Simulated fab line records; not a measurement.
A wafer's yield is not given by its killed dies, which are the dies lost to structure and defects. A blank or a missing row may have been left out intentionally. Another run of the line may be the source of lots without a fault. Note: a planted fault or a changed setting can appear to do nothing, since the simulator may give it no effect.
Chamber matching -- flow n5-finfet -- 4 sister chambers for N5_DUMMY_GATE_ETCH_44 on rie-si-02
The step etches poly-Si in HBr/O2, stops on SiO2, target depth 127.5 nm. 8 wafers are shown with their chamber, then 8 later ones without.

== EACH WAFER AND ITS CHAMBER ==
wafer,chamber,drypump-motor-current-A (A),throttle-valve-pct (%)
L745.1,2,5.3,18.40
L753.4,2,5.3,18.38
L753.6,1,6.1,18.57
L756.1,0,6.3,18.36
L756.4,1,6.2,18.55
L756.5,3,6.0,18.59
L755.3,3,6.0,18.58
L755.4,0,6.3,18.35

== WAFERS WITH NO CHAMBER GIVEN ==
wafer,drypump-motor-current-A (A),throttle-valve-pct (%)
L755.5,5.3,18.40
L757.4,5.3,18.40
L757.6,5.3,18.39
L758.1,6.2,18.56
L758.4,5.3,18.38
L766.2,6.0,18.57
L766.4,6.3,18.36
L766.6,6.0,18.58

== WHICH CHAMBER EACH WENT THROUGH ==
wafer,from the rows above,in truth
L755.5,2,2
L757.4,2,2
L757.6,2,2
L758.1,1,1
L758.4,2,2
L766.2,3,3
L766.4,0,0
L766.6,3,3
Placed correctly: 8 of 8. Can't be placed from these rows: 0. 0 placed wrongly.
How it was worked out, from the rows above alone: a wafer's distance from a chamber is the root of the sum, over the readings, of the square of ((its reading less the chamber's mean) divided by the reading's scatter). If the next closest chamber is less than 2 further off than the closest, the wafer can't be placed; otherwise it belongs to the closest. The mean given for a chamber averages the wafers shown for that chamber. The scatter: take each reading less its chamber's mean, square it, sum over the shown wafers, divide by the number of wafers less the number of chambers, and take the root.
